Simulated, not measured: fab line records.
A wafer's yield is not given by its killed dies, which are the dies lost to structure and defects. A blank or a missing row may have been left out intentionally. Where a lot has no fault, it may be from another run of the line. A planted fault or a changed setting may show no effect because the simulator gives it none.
Problem report, 8D (eight disciplines) form, completed by code -- flow n5_finfet -- the parts of the form that need people (team, actions taken, sign-off) are left out

== 1. THE PROBLEM ==
etch_rf_on_time_s at N5_BEOL_M0_SAQP_ETCH_73 reads a mean of 41.1 s on 2 wafers of 2 lots; wafers without a fault read 32.6 s with a standard deviation of 1.2. That is +7.1 standard deviations from the usual mean.
The step: etches SiARC in CF4, target depth 19.5 nm, time 32.5 s.
The first sign was on wafer L198.1 at day 8 00:32, on rie_diel-03. The record has a number at this step for 18 wafers belonging to 6 lots. The rule behind "out" and "out of limits": a value lying over 4 standard deviations away from the usual mean. All remaining wafers that have a number are taken as sound.

== 2. WHAT IT IS; WHAT IT IS NOT ==
question,is,is not
which readings at this step,etch_rf_on_time_s,"drypump_motor_current_A, oes_product_au, rf_fwd_power_W, rf_vpp_V, showerhead_plenum_p_Torr, throttle_valve_pct"
which lots,"L198, L200","L194, L195, L207, L209"
which wafers of those lots,"L198.1, L200.6","L198.3, L198.4, L200.3, L200.5"
read on which tools,rie_diel-03,rie_diel-02
when,from day 8 00:32,"up to then (8 sound wafers); but 8 sound wafers of L200, L207, L209 came after"

== 3. WHAT RULES OUT EACH SUSPECT ==
Counting: any tool at a process step up to the reading remains a suspect provided it ran every lot that is out. Sound lots after the first of them don't rule it out here, since some wafers of a struck lot are sound.
- rie_diel-03 at N5_BEOL_M0_SAQP_DESCUM_45 (chemistry O2, time 7 s): kept. It processed each lot that is out (first: L198, day 8 00:29); up to then, its last sound lot is L195 (day 7 06:48).
- rie_diel-03 at N5_BEOL_M0_SAQP_ETCH_88 (etches underlayer in N2/H2, target depth 6.5 nm, time 5.2 s): kept. It processed each lot that is out (first: L198, day 8 00:31); up to then, its last sound lot is L195 (day 7 06:50).
- rie_diel-03 at N5_BEOL_M0_SAQP_ETCH_73 (etches SiARC in CF4, target depth 19.5 nm, time 32.5 s): kept. It processed each lot that is out (first: L198, day 8 00:32); up to then, its last sound lot is L195 (day 7 06:51). Its own etch_rf_on_time_s readings are out on those wafers.
Still standing after the count: rie_diel-03 at N5_BEOL_M0_SAQP_DESCUM_45, rie_diel-03 at N5_BEOL_M0_SAQP_ETCH_88, rie_diel-03 at N5_BEOL_M0_SAQP_ETCH_73.

== 4. THE CAUSE (what the simulator had put in) ==
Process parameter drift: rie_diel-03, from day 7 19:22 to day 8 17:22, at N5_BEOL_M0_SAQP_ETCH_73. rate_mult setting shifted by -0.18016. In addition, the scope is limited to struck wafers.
Counting leaves 3 suspects; this tool is one of them.

== 5. THE CHAIN OF EFFECTS, in route order ==
Each row: a reading whose mean over the struck wafers that have a number lies more than 3 standard deviations from the usual. Only readings whose record carries a usual standard deviation are examined. hours: median over the lots of the time between each lot's start at the first step of this table that gives one and its start at this step. sigmas: the change, counted in usual standard deviations.
hours,step,reading,usual,on struck wafers,change,sigmas
0,N5_BEOL_M0_SAQP_ETCH_73,etch_rf_on_time_s,32.6 s,41.1,+8.5,+7.1
It contains these process steps:
- N5_BEOL_M0_SAQP_ETCH_73: etches SiARC in CF4, target depth 19.5 nm, time 32.5 s.
Later steps that measure or inspect, where all struck wafers having a row at the step show a number for every such reading and not one has moved that far: N5_BEOL_M4_RC_MEAS_101.

== 6. HOW IT WOULD HAVE BEEN CAUGHT EARLIER ==
In this record the first reading out of limits was taken at day 8 00:32, 5 hours after the fault began at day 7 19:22.
